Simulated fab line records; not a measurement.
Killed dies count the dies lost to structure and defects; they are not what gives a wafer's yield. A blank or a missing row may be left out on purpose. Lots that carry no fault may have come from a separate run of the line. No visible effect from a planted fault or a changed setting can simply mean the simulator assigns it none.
fab line records / flow n5_finfet / part 2 of 2: steps 5 to 6 of 6
record lots=20 wafers=60 last_day=18
route steps=1938 shown GATE_CUT@466
lots that met no fault: taken from a fault-free run of the same line
start_h: hours from the record's first day to the start of the lot's first wafer shown / wait_h: hours from the lot's prior step to this one / " repeats the value in the row above / L1.1+2: a single row standing in for several wafers / - value missing, or start not given / * or withheld: withheld / < > ~ a bound
route shown NAME@n: a module of which the file shows steps, and the number in the route of the first / usual: the fault-free wafers' mean and standard deviation / same: alike in all rows / chamber/n: place in a boat / sites: the reading at each site / _std_site: the values' standard deviation / _edge_site: outer sites' mean less inner sites' / radius_mm: how far each site lies from the wafer's centre / mask NAME#n: copy n / behind: the tool/chamber that last shaped the wafer / hold: cause of the lot's hold/its duration in hours/its outcome / device: which transistor (n, p or np) failed to switch / end of line: the tests these same wafers got at the end of their route / a step with no rows: only its recipe / killed: not the wafer's yield, but the dies lost to structure and defects at the first sort / map: a wafer's dies, marking killed ones x, the rest . and places with no die _
set.NAME: setting as actually run; set.NAME@STEP: the setting as run at that earlier step / model.NAME: the simulator's own value behind a step, which no gauge read
steps of the route over a sample of lots; a table a step, a row a wafer
services: from which hour (start_h, from the record's first day; less than 0 if before it) a tool's chamber was out of use, for how many hours, and why
## steps
# step N5_GATE_CUT_STRIP_42
# recipe chemistry=O2 power_w=400 temp_c=40 pressure_mtorr=30 rf_frequency_hz=6e+07 bias_power_w=0 overash_fraction=0.3 o2_flow_sccm=225
# usual drypump_motor_current_A=5.7/0.5 oes_product_au=0.76/0.063 rf_vpp_V=3.6/0.46 showerhead_plenum_p_Torr=2.10/0.087 throttle_valve_pct=16.74/0.2
lot.wafer=L074.2 tool=rie_diel-06 chamber=0 start_h=85.29 wait_h=0.0 drypump_motor_current_A=5.7 oes_product_au=0.76 rf_hours_counter_h=161 rf_vpp_V=3.8 showerhead_plenum_p_Torr=2.18 throttle_valve_pct=16.86
lot.wafer=L074.3 tool=rie_diel-06 chamber=2 start_h=85.29 wait_h=0.0 drypump_motor_current_A=4.8 oes_product_au=0.68 rf_hours_counter_h=237 rf_vpp_V=3.5 showerhead_plenum_p_Torr=1.97 throttle_valve_pct=16.81
lot.wafer=L074.6 tool=rie_diel-06 chamber=3 start_h=85.29 wait_h=0.0 drypump_motor_current_A=6.2 oes_product_au=0.75 rf_hours_counter_h=- rf_vpp_V=3.7 showerhead_plenum_p_Torr=2.10 throttle_valve_pct=16.89
lot.wafer=L075.1 tool=rie_diel-04 chamber=3 start_h=87.81 wait_h=0.0 drypump_motor_current_A=6.0 oes_product_au=0.71 rf_hours_counter_h=197 rf_vpp_V=4.1 showerhead_plenum_p_Torr=2.16 throttle_valve_pct=16.65
lot.wafer=L075.3 tool=rie_diel-04 chamber=1 start_h=87.81 wait_h=0.0 drypump_motor_current_A=5.4 oes_product_au=0.71 rf_hours_counter_h=192 rf_vpp_V=3.1 showerhead_plenum_p_Torr=2.16 throttle_valve_pct=17.03
lot.wafer=L075.5 tool=rie_diel-04 chamber=2 start_h=87.81 wait_h=0.0 drypump_motor_current_A=5.9 oes_product_au=0.90 rf_hours_counter_h=- rf_vpp_V=4.0 showerhead_plenum_p_Torr=2.16 throttle_valve_pct=16.53
lot.wafer=L076.2 tool=rie_diel-01 chamber=0 start_h=94.75 wait_h=0.0 drypump_motor_current_A=6.2 oes_product_au=0.73 rf_hours_counter_h=180 rf_vpp_V=2.9 showerhead_plenum_p_Torr=2.00 throttle_valve_pct=16.97
lot.wafer=L076.3 tool=rie_diel-01 chamber=2 start_h=94.75 wait_h=0.0 drypump_motor_current_A=5.1 oes_product_au=0.79 rf_hours_counter_h=123 rf_vpp_V=3.9 showerhead_plenum_p_Torr=2.18 throttle_valve_pct=16.64
lot.wafer=L076.5 tool=rie_diel-01 chamber=1 start_h=94.75 wait_h=0.0 drypump_motor_current_A=6.4 oes_product_au=0.76 rf_hours_counter_h=- rf_vpp_V=2.8 showerhead_plenum_p_Torr=2.11 throttle_valve_pct=16.87
lot.wafer=L078.2 tool=rie_diel-01 chamber=3 start_h=109.13 wait_h=0.0 drypump_motor_current_A=5.9 oes_product_au=0.70 rf_hours_counter_h=217 rf_vpp_V=4.3 showerhead_plenum_p_Torr=2.08 throttle_valve_pct=16.64
lot.wafer=L078.4 tool=rie_diel-01 chamber=3 start_h=109.13 wait_h=0.0 drypump_motor_current_A=5.9 oes_product_au=0.71 rf_hours_counter_h=- rf_vpp_V=3.4 showerhead_plenum_p_Torr=2.08 throttle_valve_pct=16.67
lot.wafer=L078.6 tool=rie_diel-01 chamber=1 start_h=109.13 wait_h=0.0 drypump_motor_current_A=6.4 oes_product_au=0.77 rf_hours_counter_h=- rf_vpp_V=4.2 showerhead_plenum_p_Torr=2.11 throttle_valve_pct=16.88
lot.wafer=L079.2 tool=rie_diel-01 chamber=3 start_h=115.73 wait_h=0.0 drypump_motor_current_A=5.9 oes_product_au=0.70 rf_hours_counter_h=219 rf_vpp_V=3.7 showerhead_plenum_p_Torr=2.08 throttle_valve_pct=16.65
lot.wafer=L079.3 tool=rie_diel-01 chamber=2 start_h=115.73 wait_h=0.0 drypump_motor_current_A=5.1 oes_product_au=0.78 rf_hours_counter_h=130 rf_vpp_V=3.5 showerhead_plenum_p_Torr=2.18 throttle_valve_pct=16.65
lot.wafer=L079.6 tool=rie_diel-01 chamber=3 start_h=115.73 wait_h=0.0 drypump_motor_current_A=5.9 oes_product_au=0.70 rf_hours_counter_h=- rf_vpp_V=3.9 showerhead_plenum_p_Torr=2.08 throttle_valve_pct=16.67
lot.wafer=L080.1 tool=rie_diel-01 chamber=2 start_h=120.12 wait_h=0.0 drypump_motor_current_A=5.1 oes_product_au=0.79 rf_hours_counter_h=130 rf_vpp_V=4.6 showerhead_plenum_p_Torr=2.18 throttle_valve_pct=16.66
lot.wafer=L080.3 tool=rie_diel-01 chamber=1 start_h=120.12 wait_h=0.0 drypump_motor_current_A=6.4 oes_product_au=0.77 rf_hours_counter_h=150 rf_vpp_V=3.7 showerhead_plenum_p_Torr=2.11 throttle_valve_pct=16.88
lot.wafer=L080.5 tool=rie_diel-01 chamber=1 start_h=120.12 wait_h=0.0 drypump_motor_current_A=6.4 oes_product_au=0.77 rf_hours_counter_h=- rf_vpp_V=4.1 showerhead_plenum_p_Torr=2.11 throttle_valve_pct=16.88
lot.wafer=L082.2 tool=rie_diel-01 chamber=3 start_h=134.15 wait_h=0.0 drypump_motor_current_A=5.9 oes_product_au=0.70 rf_hours_counter_h=223 rf_vpp_V=4.5 showerhead_plenum_p_Torr=2.07 throttle_valve_pct=16.66
lot.wafer=L082.3 tool=rie_diel-01 chamber=0 start_h=134.15 wait_h=0.0 drypump_motor_current_A=6.2 oes_product_au=0.71 rf_hours_counter_h=188 rf_vpp_V=3.7 showerhead_plenum_p_Torr=1.99 throttle_valve_pct=16.97
lot.wafer=L082.5 tool=rie_diel-01 chamber=1 start_h=134.15 wait_h=0.0 drypump_motor_current_A=6.4 oes_product_au=0.76 rf_hours_counter_h=- rf_vpp_V=3.4 showerhead_plenum_p_Torr=2.11 throttle_valve_pct=16.89
lot.wafer=L083.3 tool=rie_diel-06 chamber=3 start_h=140.89 wait_h=0.0 drypump_motor_current_A=6.1 oes_product_au=0.73 rf_hours_counter_h=215 rf_vpp_V=3.6 showerhead_plenum_p_Torr=2.09 throttle_valve_pct=16.91
lot.wafer=L083.4 tool=rie_diel-06 chamber=3 start_h=140.89 wait_h=0.0 drypump_motor_current_A=6.1 oes_product_au=0.73 rf_hours_counter_h=- rf_vpp_V=3.5 showerhead_plenum_p_Torr=2.09 throttle_valve_pct=16.91
lot.wafer=L083.5 tool=rie_diel-06 chamber=0 start_h=140.89 wait_h=0.0 drypump_motor_current_A=5.6 oes_product_au=0.75 rf_hours_counter_h=- rf_vpp_V=3.6 showerhead_plenum_p_Torr=2.17 throttle_valve_pct=16.88
lot.wafer=L084.1 tool=rie_diel-06 chamber=2 start_h=151.35 wait_h=0.0 drypump_motor_current_A=4.8 oes_product_au=0.97 rf_hours_counter_h=2 rf_vpp_V=3.0 showerhead_plenum_p_Torr=2.22 throttle_valve_pct=16.39
lot.wafer=L084.2 tool=rie_diel-06 chamber=3 start_h=151.35 wait_h=0.0 drypump_motor_current_A=6.1 oes_product_au=0.72 rf_hours_counter_h=220 rf_vpp_V=4.5 showerhead_plenum_p_Torr=2.09 throttle_valve_pct=16.92
lot.wafer=L084.4 tool=rie_diel-06 chamber=1 start_h=151.35 wait_h=0.0 drypump_motor_current_A=5.5 oes_product_au=0.80 rf_hours_counter_h=117 rf_vpp_V=2.9 showerhead_plenum_p_Torr=1.92 throttle_valve_pct=16.39
lot.wafer=L085.2 tool=rie_diel-06 chamber=0 start_h=153.87 wait_h=0.0 drypump_motor_current_A=5.6 oes_product_au=0.75 rf_hours_counter_h=183 rf_vpp_V=3.3 showerhead_plenum_p_Torr=2.17 throttle_valve_pct=16.91
lot.wafer=L085.3 tool=rie_diel-06 chamber=2 start_h=153.87 wait_h=0.0 drypump_motor_current_A=4.8 oes_product_au=0.96 rf_hours_counter_h=3 rf_vpp_V=3.7 showerhead_plenum_p_Torr=2.22 throttle_valve_pct=16.39
lot.wafer=L085.5 tool=rie_diel-06 chamber=3 start_h=153.87 wait_h=0.0 drypump_motor_current_A=6.1 oes_product_au=0.72 rf_hours_counter_h=- rf_vpp_V=2.7 showerhead_plenum_p_Torr=2.09 throttle_valve_pct=16.89
lot.wafer=L086.1 tool=rie_diel-04 chamber=0 start_h=163.27 wait_h=0.0 drypump_motor_current_A=5.3 oes_product_au=0.76 rf_hours_counter_h=164 rf_vpp_V=3.6 showerhead_plenum_p_Torr=2.19 throttle_valve_pct=16.80
lot.wafer=L086.4 tool=rie_diel-04 chamber=1 start_h=163.27 wait_h=0.0 drypump_motor_current_A=5.4 oes_product_au=0.71 rf_hours_counter_h=217 rf_vpp_V=3.0 showerhead_plenum_p_Torr=2.15 throttle_valve_pct=17.07
lot.wafer=L086.6 tool=rie_diel-04 chamber=2 start_h=163.27 wait_h=0.0 drypump_motor_current_A=5.9 oes_product_au=0.86 rf_hours_counter_h=- rf_vpp_V=3.7 showerhead_plenum_p_Torr=2.15 throttle_valve_pct=16.59
lot.wafer=L087.1 tool=rie_diel-06 chamber=1 start_h=166.98 wait_h=0.0 drypump_motor_current_A=5.6 oes_product_au=0.78 rf_hours_counter_h=124 rf_vpp_V=2.8 showerhead_plenum_p_Torr=1.92 throttle_valve_pct=16.42
lot.wafer=L087.4 tool=rie_diel-06 chamber=3 start_h=166.98 wait_h=0.0 drypump_motor_current_A=6.1 oes_product_au=0.72 rf_hours_counter_h=228 rf_vpp_V=3.4 showerhead_plenum_p_Torr=2.09 throttle_valve_pct=16.96
lot.wafer=L087.5 tool=rie_diel-06 chamber=2 start_h=166.98 wait_h=0.0 drypump_motor_current_A=4.8 oes_product_au=0.93 rf_hours_counter_h=- rf_vpp_V=4.0 showerhead_plenum_p_Torr=2.22 throttle_valve_pct=16.40
lot.wafer=L088.2 tool=rie_diel-06 chamber=1 start_h=171.35 wait_h=0.0 drypump_motor_current_A=5.5 oes_product_au=0.78 rf_hours_counter_h=126 rf_vpp_V=3.8 showerhead_plenum_p_Torr=1.92 throttle_valve_pct=16.43
lot.wafer=L088.5 tool=rie_diel-06 chamber=2 start_h=171.35 wait_h=0.0 drypump_motor_current_A=4.8 oes_product_au=0.93 rf_hours_counter_h=- rf_vpp_V=4.0 showerhead_plenum_p_Torr=2.22 throttle_valve_pct=16.41
lot.wafer=L088.6 tool=rie_diel-06 chamber=1 start_h=171.35 wait_h=0.0 drypump_motor_current_A=5.5 oes_product_au=0.78 rf_hours_counter_h=- rf_vpp_V=3.2 showerhead_plenum_p_Torr=1.92 throttle_valve_pct=16.39
lot.wafer=L090.1 tool=rie_diel-01 chamber=0 start_h=183.31 wait_h=0.0 drypump_motor_current_A=6.2 oes_product_au=0.71 rf_hours_counter_h=194 rf_vpp_V=4.1 showerhead_plenum_p_Torr=1.99 throttle_valve_pct=16.99
lot.wafer=L090.2 tool=rie_diel-01 chamber=2 start_h=183.31 wait_h=0.0 drypump_motor_current_A=5.1 oes_product_au=0.77 rf_hours_counter_h=140 rf_vpp_V=3.7 showerhead_plenum_p_Torr=2.18 throttle_valve_pct=16.68
lot.wafer=L090.6 tool=rie_diel-01 chamber=3 start_h=183.31 wait_h=0.0 drypump_motor_current_A=5.9 oes_product_au=0.69 rf_hours_counter_h=- rf_vpp_V=2.9 showerhead_plenum_p_Torr=2.07 throttle_valve_pct=16.67
lot.wafer=L091.1 tool=rie_diel-06 chamber=0 start_h=190.04 wait_h=0.0 drypump_motor_current_A=5.6 oes_product_au=0.73 rf_hours_counter_h=195 rf_vpp_V=3.9 showerhead_plenum_p_Torr=2.17 throttle_valve_pct=16.90
lot.wafer=L091.3 tool=rie_diel-06 chamber=3 start_h=190.04 wait_h=0.0 drypump_motor_current_A=6.1 oes_product_au=0.71 rf_hours_counter_h=235 rf_vpp_V=3.8 showerhead_plenum_p_Torr=2.08 throttle_valve_pct=16.96
lot.wafer=L091.5 tool=rie_diel-06 chamber=2 start_h=190.04 wait_h=0.0 drypump_motor_current_A=4.8 oes_product_au=0.92 rf_hours_counter_h=- rf_vpp_V=4.0 showerhead_plenum_p_Torr=2.22 throttle_valve_pct=16.42
lot.wafer=L092.1 tool=rie_diel-01 chamber=1 start_h=200.10 wait_h=0.0 drypump_motor_current_A=6.4 oes_product_au=0.75 rf_hours_counter_h=165 rf_vpp_V=3.7 showerhead_plenum_p_Torr=2.10 throttle_valve_pct=16.91
lot.wafer=L092.2 tool=rie_diel-01 chamber=0 start_h=200.10 wait_h=0.0 drypump_motor_current_A=6.2 oes_product_au=0.71 rf_hours_counter_h=197 rf_vpp_V=4.4 showerhead_plenum_p_Torr=1.99 throttle_valve_pct=16.98
lot.wafer=L092.6 tool=rie_diel-01 chamber=2 start_h=200.10 wait_h=0.0 drypump_motor_current_A=5.1 oes_product_au=0.76 rf_hours_counter_h=- rf_vpp_V=4.7 showerhead_plenum_p_Torr=2.17 throttle_valve_pct=16.68
lot.wafer=L093.1 tool=rie_diel-01 chamber=2 start_h=200.47 wait_h=0.0 drypump_motor_current_A=5.1 oes_product_au=0.77 rf_hours_counter_h=144 rf_vpp_V=3.1 showerhead_plenum_p_Torr=2.18 throttle_valve_pct=16.70
lot.wafer=L093.4 tool=rie_diel-01 chamber=1 start_h=200.47 wait_h=0.0 drypump_motor_current_A=6.4 oes_product_au=0.75 rf_hours_counter_h=165 rf_vpp_V=3.6 showerhead_plenum_p_Torr=2.10 throttle_valve_pct=16.91
lot.wafer=L093.5 tool=rie_diel-01 chamber=3 start_h=200.47 wait_h=0.0 drypump_motor_current_A=5.9 oes_product_au=0.69 rf_hours_counter_h=- rf_vpp_V=3.3 showerhead_plenum_p_Torr=2.07 throttle_valve_pct=16.67
lot.wafer=L094.1 tool=rie_diel-01 chamber=3 start_h=209.99 wait_h=0.0 drypump_motor_current_A=6.0 oes_product_au=0.69 rf_hours_counter_h=236 rf_vpp_V=3.4 showerhead_plenum_p_Torr=2.07 throttle_valve_pct=16.68
lot.wafer=L094.5 tool=rie_diel-01 chamber=2 start_h=209.99 wait_h=0.0 drypump_motor_current_A=5.1 oes_product_au=0.76 rf_hours_counter_h=- rf_vpp_V=3.7 showerhead_plenum_p_Torr=2.17 throttle_valve_pct=16.72
lot.wafer=L094.6 tool=rie_diel-01 chamber=3 start_h=209.99 wait_h=0.0 drypump_motor_current_A=5.9 oes_product_au=0.69 rf_hours_counter_h=- rf_vpp_V=3.3 showerhead_plenum_p_Torr=2.07 throttle_valve_pct=16.69
lot.wafer=L095.1 tool=rie_diel-06 chamber=1 start_h=214.29 wait_h=0.0 drypump_motor_current_A=5.6 oes_product_au=0.77 rf_hours_counter_h=137 rf_vpp_V=3.8 showerhead_plenum_p_Torr=1.91 throttle_valve_pct=16.44
lot.wafer=L095.2 tool=rie_diel-06 chamber=0 start_h=214.29 wait_h=0.0 drypump_motor_current_A=5.6 oes_product_au=0.73 rf_hours_counter_h=203 rf_vpp_V=2.9 showerhead_plenum_p_Torr=2.17 throttle_valve_pct=16.91
lot.wafer=L095.4 tool=rie_diel-06 chamber=3 start_h=214.29 wait_h=0.0 drypump_motor_current_A=6.2 oes_product_au=0.71 rf_hours_counter_h=242 rf_vpp_V=3.5 showerhead_plenum_p_Torr=2.08 throttle_valve_pct=16.96
lot.wafer=L097.1 tool=rie_diel-06 chamber=3 start_h=232.28 wait_h=0.0 drypump_motor_current_A=6.1 oes_product_au=0.70 rf_hours_counter_h=247 rf_vpp_V=4.0 showerhead_plenum_p_Torr=2.08 throttle_valve_pct=16.97
lot.wafer=L097.3 tool=rie_diel-06 chamber=2 start_h=232.28 wait_h=0.0 drypump_motor_current_A=4.8 oes_product_au=0.88 rf_hours_counter_h=28 rf_vpp_V=3.8 showerhead_plenum_p_Torr=2.22 throttle_valve_pct=16.46
lot.wafer=L097.5 tool=rie_diel-06 chamber=1 start_h=232.28 wait_h=0.0 drypump_motor_current_A=5.6 oes_product_au=0.77 rf_hours_counter_h=- rf_vpp_V=3.7 showerhead_plenum_p_Torr=1.91 throttle_valve_pct=16.45
# step N5_GATE_CUT_CMP_43
# recipe material=SiO2 post_cmp_clean=rinse_only
# usual edge_zone_pressure_frac=1.000/0.0052 motor_current_A=12.0/0.85
lot.wafer=L074.2 tool=cmp-04 chamber=1 start_h=88.52 wait_h=0.2 edge_zone_pressure_frac=0.999 motor_current_A=12.9
lot.wafer=L074.3 tool=cmp-04 chamber=2 start_h=88.52 wait_h=0.2 edge_zone_pressure_frac=1.005 motor_current_A=13.8
lot.wafer=L074.6 tool=cmp-04 chamber=3 start_h=88.52 wait_h=0.2 edge_zone_pressure_frac=1.001 motor_current_A=11.7
lot.wafer=L075.3 tool=cmp-02 chamber=3 start_h=90.35 wait_h=0.1 edge_zone_pressure_frac=0.998 motor_current_A=10.7
lot.wafer=L075.1 tool=cmp-02 chamber=1 start_h=90.35 wait_h=0.1 edge_zone_pressure_frac=0.997 motor_current_A=11.3
lot.wafer=L075.5 tool=cmp-02 chamber=2 start_h=90.35 wait_h=0.1 edge_zone_pressure_frac=1.010 motor_current_A=11.7
lot.wafer=L076.2 tool=cmp-02 chamber=3 start_h=97.27 wait_h=0.1 edge_zone_pressure_frac=1.006 motor_current_A=11.5
lot.wafer=L076.3 tool=cmp-02 chamber=2 start_h=97.27 wait_h=0.1 edge_zone_pressure_frac=1.008 motor_current_A=11.6
lot.wafer=L076.5 tool=cmp-02 chamber=3 start_h=97.27 wait_h=0.1 edge_zone_pressure_frac=0.995 motor_current_A=11.3
lot.wafer=L078.4 tool=cmp-02 chamber=3 start_h=111.54 wait_h=0.0 edge_zone_pressure_frac=0.997 motor_current_A=11.3
lot.wafer=L078.2 tool=cmp-02 chamber=0 start_h=111.54 wait_h=0.0 edge_zone_pressure_frac=1.003 motor_current_A=13.2
lot.wafer=L078.6 tool=cmp-02 chamber=0 start_h=111.54 wait_h=0.0 edge_zone_pressure_frac=1.007 motor_current_A=13.0
lot.wafer=L079.2 tool=cmp-01 chamber=3 start_h=118.14 wait_h=0.0 edge_zone_pressure_frac=1.002 motor_current_A=11.7
lot.wafer=L079.3 tool=cmp-01 chamber=2 start_h=118.14 wait_h=0.0 edge_zone_pressure_frac=0.999 motor_current_A=12.3
lot.wafer=L079.6 tool=cmp-01 chamber=0 start_h=118.14 wait_h=0.0 edge_zone_pressure_frac=1.000 motor_current_A=11.3
lot.wafer=L080.1 tool=cmp-01 chamber=2 start_h=122.53 wait_h=0.0 edge_zone_pressure_frac=0.999 motor_current_A=12.6
lot.wafer=L080.3 tool=cmp-01 chamber=0 start_h=122.53 wait_h=0.0 edge_zone_pressure_frac=1.007 motor_current_A=11.1
lot.wafer=L080.5 tool=cmp-01 chamber=2 start_h=122.53 wait_h=0.0 edge_zone_pressure_frac=0.994 motor_current_A=12.2
lot.wafer=L082.3 tool=cmp-02 chamber=3 start_h=136.56 wait_h=0.0 edge_zone_pressure_frac=0.999 motor_current_A=11.4
lot.wafer=L082.2 tool=cmp-02 chamber=2 start_h=136.56 wait_h=0.0 edge_zone_pressure_frac=1.000 motor_current_A=11.0
lot.wafer=L082.5 tool=cmp-02 chamber=0 start_h=136.56 wait_h=0.0 edge_zone_pressure_frac=1.000 motor_current_A=13.2
lot.wafer=L083.3 tool=cmp-01 chamber=0 start_h=143.46 wait_h=0.2 edge_zone_pressure_frac=0.989 motor_current_A=11.3
lot.wafer=L083.4 tool=cmp-01 chamber=1 start_h=143.46 wait_h=0.2 edge_zone_pressure_frac=0.997 motor_current_A=10.5
lot.wafer=L083.5 tool=cmp-01 chamber=3 start_h=143.46 wait_h=0.2 edge_zone_pressure_frac=1.004 motor_current_A=12.1
lot.wafer=L084.2 tool=cmp-02 chamber=1 start_h=153.76 wait_h=0.0 edge_zone_pressure_frac=1.008 motor_current_A=12.3
lot.wafer=L084.1 tool=cmp-02 chamber=2 start_h=153.76 wait_h=0.0 edge_zone_pressure_frac=1.001 motor_current_A=11.2
lot.wafer=L084.4 tool=cmp-02 chamber=3 start_h=153.76 wait_h=0.0 edge_zone_pressure_frac=0.999 motor_current_A=11.5
lot.wafer=L085.2 tool=cmp-01 chamber=3 start_h=156.27 wait_h=0.0 edge_zone_pressure_frac=1.006 motor_current_A=12.4
lot.wafer=L085.3 tool=cmp-01 chamber=1 start_h=156.27 wait_h=0.0 edge_zone_pressure_frac=1.003 motor_current_A=11.7
lot.wafer=L085.5 tool=cmp-01 chamber=3 start_h=156.27 wait_h=0.0 edge_zone_pressure_frac=0.997 motor_current_A=11.9
lot.wafer=L086.1 tool=cmp-02 chamber=2 start_h=166.50 wait_h=0.0 edge_zone_pressure_frac=0.999 motor_current_A=11.3
lot.wafer=L086.4 tool=cmp-02 chamber=0 start_h=166.50 wait_h=0.0 edge_zone_pressure_frac=1.006 motor_current_A=13.6
lot.wafer=L086.6 tool=cmp-02 chamber=3 start_h=166.50 wait_h=0.0 edge_zone_pressure_frac=0.996 motor_current_A=11.5
lot.wafer=L087.4 tool=cmp-01 chamber=2 start_h=169.53 wait_h=0.2 edge_zone_pressure_frac=1.002 motor_current_A=12.5
lot.wafer=L087.1 tool=cmp-01 chamber=3 start_h=169.53 wait_h=0.2 edge_zone_pressure_frac=0.996 motor_current_A=12.3
lot.wafer=L087.5 tool=cmp-01 chamber=2 start_h=169.53 wait_h=0.2 edge_zone_pressure_frac=1.004 motor_current_A=11.8
lot.wafer=L088.2 tool=cmp-02 chamber=1 start_h=173.78 wait_h=0.0 edge_zone_pressure_frac=1.001 motor_current_A=11.9
lot.wafer=L088.6 tool=cmp-02 chamber=1 start_h=173.78 wait_h=0.0 edge_zone_pressure_frac=1.000 motor_current_A=11.5
lot.wafer=L088.5 tool=cmp-02 chamber=2 start_h=173.78 wait_h=0.0 edge_zone_pressure_frac=0.990 motor_current_A=11.9
lot.wafer=L090.2 tool=cmp-01 chamber=3 start_h=187.53 wait_h=0.2 edge_zone_pressure_frac=1.006 motor_current_A=12.4
lot.wafer=L090.1 tool=cmp-01 chamber=0 start_h=187.53 wait_h=0.2 edge_zone_pressure_frac=0.999 motor_current_A=11.7
lot.wafer=L090.6 tool=cmp-01 chamber=1 start_h=187.53 wait_h=0.2 edge_zone_pressure_frac=0.997 motor_current_A=11.5
lot.wafer=L091.1 tool=cmp-04 chamber=1 start_h=192.62 wait_h=0.2 edge_zone_pressure_frac=0.999 motor_current_A=14.2
lot.wafer=L091.3 tool=cmp-04 chamber=2 start_h=192.62 wait_h=0.2 edge_zone_pressure_frac=1.002 motor_current_A=13.5
lot.wafer=L091.5 tool=cmp-04 chamber=3 start_h=192.62 wait_h=0.2 edge_zone_pressure_frac=0.988 motor_current_A=11.9
lot.wafer=L092.1 tool=cmp-02 chamber=0 start_h=202.51 wait_h=0.0 edge_zone_pressure_frac=1.003 motor_current_A=12.1
lot.wafer=L092.2 tool=cmp-02 chamber=2 start_h=202.51 wait_h=0.0 edge_zone_pressure_frac=1.003 motor_current_A=11.5
lot.wafer=L092.6 tool=cmp-02 chamber=0 start_h=202.51 wait_h=0.0 edge_zone_pressure_frac=1.005 motor_current_A=13.2
lot.wafer=L093.1 tool=cmp-01 chamber=3 start_h=203.75 wait_h=0.0 edge_zone_pressure_frac=0.994 motor_current_A=11.7
lot.wafer=L093.4 tool=cmp-01 chamber=2 start_h=203.75 wait_h=0.0 edge_zone_pressure_frac=0.996 motor_current_A=12.2
lot.wafer=L093.5 tool=cmp-01 chamber=0 start_h=203.75 wait_h=0.0 edge_zone_pressure_frac=0.992 motor_current_A=11.7
lot.wafer=L094.1 tool=cmp-01 chamber=2 start_h=212.48 wait_h=0.1 edge_zone_pressure_frac=1.003 motor_current_A=12.0
lot.wafer=L094.5 tool=cmp-01 chamber=1 start_h=212.48 wait_h=0.1 edge_zone_pressure_frac=1.003 motor_current_A=11.4
lot.wafer=L094.6 tool=cmp-01 chamber=2 start_h=212.48 wait_h=0.1 edge_zone_pressure_frac=0.996 motor_current_A=12.5
lot.wafer=L095.4 tool=cmp-02 chamber=0 start_h=216.81 wait_h=0.0 edge_zone_pressure_frac=0.996 motor_current_A=12.6
lot.wafer=L095.1 tool=cmp-02 chamber=1 start_h=216.81 wait_h=0.0 edge_zone_pressure_frac=1.005 motor_current_A=12.4
lot.wafer=L095.2 tool=cmp-02 chamber=2 start_h=216.81 wait_h=0.0 edge_zone_pressure_frac=0.999 motor_current_A=11.3
lot.wafer=L097.3 tool=cmp-02 chamber=3 start_h=235.19 wait_h=0.0 edge_zone_pressure_frac=1.001 motor_current_A=11.2
lot.wafer=L097.1 tool=cmp-02 chamber=0 start_h=235.19 wait_h=0.0 edge_zone_pressure_frac=1.001 motor_current_A=13.4
lot.wafer=L097.5 tool=cmp-02 chamber=0 start_h=235.19 wait_h=0.0 edge_zone_pressure_frac=1.004 motor_current_A=13.8
## services
tool=rie_diel-04 chamber=0 start_h=62.99 hours=3.1 kind=repair
tool=cmp-01 chamber=- start_h=66.62 hours=1.7 kind=repair
tool=rie_metal-01 chamber=1 start_h=71.08 hours=5.0 kind=repair
tool=cmp-02 chamber=- start_h=74.21 hours=4.6 kind=pm
tool=cmp-02 chamber=- start_h=79.54 hours=1.6 kind=repair
tool=rie_metal-02 chamber=1 start_h=88.29 hours=5.3 kind=repair
tool=rie_metal-01 chamber=0 start_h=92.80 hours=5.8 kind=repair
tool=rie_metal-03 chamber=- start_h=94.20 hours=1.7 kind=repair
tool=rie_diel-01 chamber=0 start_h=107.52 hours=8.7 kind=repair
tool=cmp-02 chamber=- start_h=122.65 hours=1.1 kind=repair
tool=rie_metal-03 chamber=0 start_h=133.50 hours=1.7 kind=repair
tool=cmp-02 chamber=- start_h=141.44 hours=0.3 kind=repair
tool=rie_diel-01 chamber=- start_h=142.97 hours=28.1 kind=pm
tool=cmp-01 chamber=- start_h=145.89 hours=1.5 kind=repair
tool=rie_diel-06 chamber=- start_h=151.78 hours=0.2 kind=repair
tool=rie_metal-03 chamber=1 start_h=153.81 hours=8.6 kind=repair
tool=rie_metal-03 chamber=- start_h=174.36 hours=2.8 kind=pm
tool=cmp-01 chamber=- start_h=189.89 hours=0.5 kind=repair
tool=cmp-01 chamber=- start_h=193.71 hours=0.6 kind=repair
tool=rie_metal-03 chamber=- start_h=195.21 hours=10.0 kind=pm
tool=cmp-01 chamber=- start_h=207.65 hours=1.6 kind=repair
tool=rie_metal-03 chamber=- start_h=209.18 hours=0.2 kind=repair
tool=cmp-02 chamber=- start_h=210.90 hours=4.0 kind=pm
tool=cmp-02 chamber=- start_h=233.10 hours=0.6 kind=repair
